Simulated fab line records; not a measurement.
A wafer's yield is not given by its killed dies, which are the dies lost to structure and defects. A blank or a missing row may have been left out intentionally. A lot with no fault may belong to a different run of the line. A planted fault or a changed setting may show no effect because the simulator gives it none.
Code-filled problem report in 8D (eight disciplines) form :: flow nand-harc :: the parts of the form that need people (team, actions taken, sign-off) are left out

== 1. THE ISSUE ==
throttle-valve-pct at NHARC_P_GATE_ETCH_32 reads a mean of 25.816 % on 9 wafers of 3 lots; wafers without a fault read 26.406 % with a standard deviation of 0.0084. Measured from the usual mean, that is -70 standard deviations.
The step: etches the open film in HBr/Cl2, target depth 150 nm, time 100.1 s.
Earliest sighting: wafer L580.2 on rie-si-03 at day 8 01:24. Wafers with a number at this step in the record: 36, from 12 lots. The rule behind "out" and "out of limits": a value lying over 4 standard deviations away from the usual mean. All remaining wafers that have a number are taken as sound.

== 2. WHAT IT IS, AND WHAT IT ISN'T ==
question: which readings at this step
is: throttle-valve-pct, mfc-cl2-sccm
is not: drypump-motor-current-A

question: which lots
is: L578, L580, L582
is not: L567, L568, L572, L585, L586, L587, L588, L589, L590

question: which wafers of those lots
is: all that have a number
is not: -

question: read on which tools
is: rie-si-03
is not: rie-si-02, rie-si-06

question: when
is: from day 8 01:24
is not: up to then (9 sound wafers); but 18 sound wafers of L585, L586, L587, L588, L589, L590 came after

== 3. WHAT RULES OUT EACH SUSPECT ==
Counting: a tool at any process step up to the reading remains a suspect when it ran all the lots that are out and ran no sound lot after the first of those.
- rie-si-03 at NHARC_P_GATE_ETCH_32 (etches the open film in HBr/Cl2, target depth 150 nm, time 100.1 s): kept. It ran every lot that is out, first L580 (day 8 01:24), and no sound lot after that; its last sound lot up to then is L568 (day 4 14:22). Out on those wafers are its own readings of mfc-cl2-sccm, throttle-valve-pct.
Remaining after the count: rie-si-03 at NHARC_P_GATE_ETCH_32.

== 4. THE CAUSE (what the simulator had put in) ==
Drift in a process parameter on rie-si-03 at NHARC_P_GATE_ETCH_32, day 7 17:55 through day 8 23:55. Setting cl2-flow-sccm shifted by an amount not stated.
After counting, this tool was the only one left.

== 5. SEQUENCE OF EFFECTS, ordered by route ==
Rows list readings where the struck wafers' mean (over those with a number) sits beyond 3 standard deviations from the usual. Only readings for which the record gives a usual standard deviation are gone through. hours: the time from each lot's start at the first step in this table that gives one to its start at this step, as a median over the lots. sigmas: the change in usual standard deviations.
hours: 0
step: NHARC_P_GATE_ETCH_32
reading: mfc-cl2-sccm
usual: 50.00 sccm
on struck wafers: 40.04
change: -9.96
sigmas: -66

hours: 0
step: NHARC_P_GATE_ETCH_32
reading: throttle-valve-pct
usual: 26.406 %
on struck wafers: 25.816
change: -0.590
sigmas: -70
The process steps in it:
- NHARC_P_GATE_ETCH_32: etches the open film in HBr/Cl2, target depth 150 nm, time 100.1 s.
At these later measuring or inspecting steps, every struck wafer for which the step has a row has a number for every such reading, and none has moved that far: NHARC_END_SORT_01.

== 6. WHAT WOULD HAVE CAUGHT IT SOONER ==
First out-of-limits reading in this record: day 8 01:24, which is 7 hours after fault onset at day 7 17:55.
